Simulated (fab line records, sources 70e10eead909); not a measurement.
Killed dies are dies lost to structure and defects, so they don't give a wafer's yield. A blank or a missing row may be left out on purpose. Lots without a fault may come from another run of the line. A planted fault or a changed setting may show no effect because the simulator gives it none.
One fault seen from 2 desks | flow nand_harc | each desk has only its own numbers; what lay behind them comes last

THE TOOL OWNER'S DESK: rie_diel-10
The tool's own readings at NHARC_P_BONDPAD_ETCH_24 (etches the open film in CF4/N2, target depth 30 nm, time 72.99 s): means of the sampled wafers that have a number, for each lot that ran on this tool. A lot is out of limits, marked OUT, if its mean lies more than 4 standard deviations from the usual mean; the brackets give that distance.
Columns: A = drypump_motor_current_A at NHARC_P_BONDPAD_ETCH_24, usual 5.7 A; B = oes_product_au at NHARC_P_BONDPAD_ETCH_24, usual 1.001 a.u.; C = rf_vpp_V at NHARC_P_BONDPAD_ETCH_24, usual 313.2 V; D = showerhead_plenum_p_Torr at NHARC_P_BONDPAD_ETCH_24, usual 2.57 Torr; E = throttle_valve_pct at NHARC_P_BONDPAD_ETCH_24, usual 19.795 %
lot  | first seen here | A   | B     | C     | D    | E
L627 | day 6 17:10     | 5.9 | 1.002 | 311.9 | 2.52 | 19.792
L646 | day 14 10:27    | 5.8 | 1.008 | 313.0 | 2.56 | 19.792
L647 | day 15 00:22    | 5.9 | 1.011 | 312.8 | 2.57 | 19.783
This desk's finding: nothing out of limits on any of the 3 lots.

THE METROLOGY DESK
What the gauges read, lot by lot, whatever tool the lot ran on: means of the sampled wafers that have a number. A lot is out of limits, marked OUT, if its mean lies more than 4 standard deviations from the usual mean; the brackets give that distance.
Columns: A = cd_nm at NHARC_P_BONDPAD_CD_MEAS_09, usual 500.2 nm; B = overlay_x_nm at NHARC_P_BONDPAD_OVL_MEAS_38, usual 0 nm; C = overlay_y_nm at NHARC_P_BONDPAD_OVL_MEAS_38, usual -1 nm; D = cd_nm at NHARC_P_BONDPAD_CD_MEAS_13, usual 499.8 nm
lot  | first seen here | A     | B  | C  | D
L627 | day 6 16:25     | 500.6 | -3 | 5  | 500.1
L641 | day 12 13:53    | 499.0 | 13 | 7  | 499.0
L645 | day 14 08:42    | 500.6 | 10 | -8 | 500.3
L646 | day 14 09:41    | 500.1 | 2  | -3 | 499.6
L647 | day 14 23:32    | 497.8 | 4  | 2  | 497.5
L648 | day 15 16:27    | 499.1 | 2  | 8  | 498.2
This desk's finding: nothing out of limits on any of the 6 lots.

PUT TOGETHER
The tool owner's desk saw nothing out of limits.
The metrology desk saw nothing out of limits.

WHAT THE SIMULATOR HAD PUT IN
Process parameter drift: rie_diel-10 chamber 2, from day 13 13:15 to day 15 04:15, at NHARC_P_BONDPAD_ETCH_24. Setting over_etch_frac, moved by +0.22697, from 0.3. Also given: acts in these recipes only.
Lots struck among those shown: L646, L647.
